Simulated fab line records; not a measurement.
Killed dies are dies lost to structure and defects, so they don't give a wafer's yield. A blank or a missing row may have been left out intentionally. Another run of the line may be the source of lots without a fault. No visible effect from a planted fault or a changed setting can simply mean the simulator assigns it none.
Chamber matching :: flow nand-harc :: cmp-03 running NHARC_A_M1_CMP_23: 4 sister chambers
The step polishes, t overpolish 20 s, target thk 154.34 nm. 18 wafers are shown with their chamber, then 9 later ones without.

WAFERS WITH THEIR CHAMBER
wafer: L074.1
chamber: 2
motor-current-A (A): 12.1
time-to-endpoint-s (s): 26.1

wafer: L074.2
chamber: 3
motor-current-A (A): 10.2
time-to-endpoint-s (s): 25.5

wafer: L074.6
chamber: 3
motor-current-A (A): 9.7
time-to-endpoint-s (s): 26.7

wafer: L078.1
chamber: 0
motor-current-A (A): 14.0
time-to-endpoint-s (s): 28.5

wafer: L078.2
chamber: 3
motor-current-A (A): 10.1
time-to-endpoint-s (s): 27.7

wafer: L078.5
chamber: 0
motor-current-A (A): 13.1
time-to-endpoint-s (s): 29.5

wafer: L085.1
chamber: 0
motor-current-A (A): 13.9
time-to-endpoint-s (s): 28.3

wafer: L085.5
chamber: 2
motor-current-A (A): 11.9
time-to-endpoint-s (s): 27.6

wafer: L085.6
chamber: 1
motor-current-A (A): 11.4
time-to-endpoint-s (s): 27.8

wafer: L081.1
chamber: 2
motor-current-A (A): 12.0
time-to-endpoint-s (s): 27.9

wafer: L081.2
chamber: 1
motor-current-A (A): 12.1
time-to-endpoint-s (s): 26.3

wafer: L081.5
chamber: 1
motor-current-A (A): 11.7
time-to-endpoint-s (s): 29.0

wafer: L084.1
chamber: 1
motor-current-A (A): 12.1
time-to-endpoint-s (s): 27.1

wafer: L084.4
chamber: 2
motor-current-A (A): 12.5
time-to-endpoint-s (s): 27.4

wafer: L084.5
chamber: 1
motor-current-A (A): 11.6
time-to-endpoint-s (s): 26.8

wafer: L090.2
chamber: 3
motor-current-A (A): 10.1
time-to-endpoint-s (s): 26.5

wafer: L090.4
chamber: 1
motor-current-A (A): 12.5
time-to-endpoint-s (s): 31.1

wafer: L090.6
chamber: 0
motor-current-A (A): 13.9
time-to-endpoint-s (s): 30.9

SIGNATURES, as means of the wafers listed above
reading: motor-current-A
chamber 0: 13.725
chamber 1: 11.900
chamber 2: 12.125
chamber 3: 10.025
scatter within a chamber: 0.349

reading: time-to-endpoint-s
chamber 0: 29.300
chamber 1: 28.017
chamber 2: 27.250
chamber 3: 26.600
scatter within a chamber: 1.32
Rule: distance of a wafer from a chamber = root of the sum over the readings of ((wafer's reading minus chamber's mean) / reading's scatter) squared. The wafer belongs to the nearest chamber; if the next one is less than 2 further off, it can't be placed. The scatter: the root of (the sum of the squares of (reading less its chamber's mean) over the shown wafers, divided by (wafers less chambers)).

WAFERS WHOSE CHAMBER IS MISSING
wafer: L091.1
motor-current-A (A): 12.4
time-to-endpoint-s (s): 23.2

wafer: L091.3
motor-current-A (A): 9.8
time-to-endpoint-s (s): 27.7

wafer: L091.6
motor-current-A (A): 14.1
time-to-endpoint-s (s): 27.4

wafer: L093.1
motor-current-A (A): 12.1
time-to-endpoint-s (s): 26.1

wafer: L093.2
motor-current-A (A): 14.2
time-to-endpoint-s (s): 27.2

wafer: L093.3
motor-current-A (A): 10.4
time-to-endpoint-s (s): 23.6

wafer: L095.3
motor-current-A (A): 13.7
time-to-endpoint-s (s): 27.0

wafer: L095.5
motor-current-A (A): 12.0
time-to-endpoint-s (s): 29.6

wafer: L095.6
motor-current-A (A): 14.0
time-to-endpoint-s (s): 25.7

EACH ONE'S CHAMBER
wafer: L091.1
from the rows above: can't be placed: 2 or 1
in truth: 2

wafer: L091.3
from the rows above: 3
in truth: 3

wafer: L091.6
from the rows above: 0
in truth: 0

wafer: L093.1
from the rows above: can't be placed: 2 or 1
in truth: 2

wafer: L093.2
from the rows above: 0
in truth: 0

wafer: L093.3
from the rows above: 3
in truth: 3

wafer: L095.3
from the rows above: 0
in truth: 0

wafer: L095.5
from the rows above: can't be placed: 1 or 2
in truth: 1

wafer: L095.6
from the rows above: 0
in truth: 0
Correct placement for 6 of the 9. These rows do not allow placing 3 (true chamber among the candidates in 3). Number placed wrongly: 0.
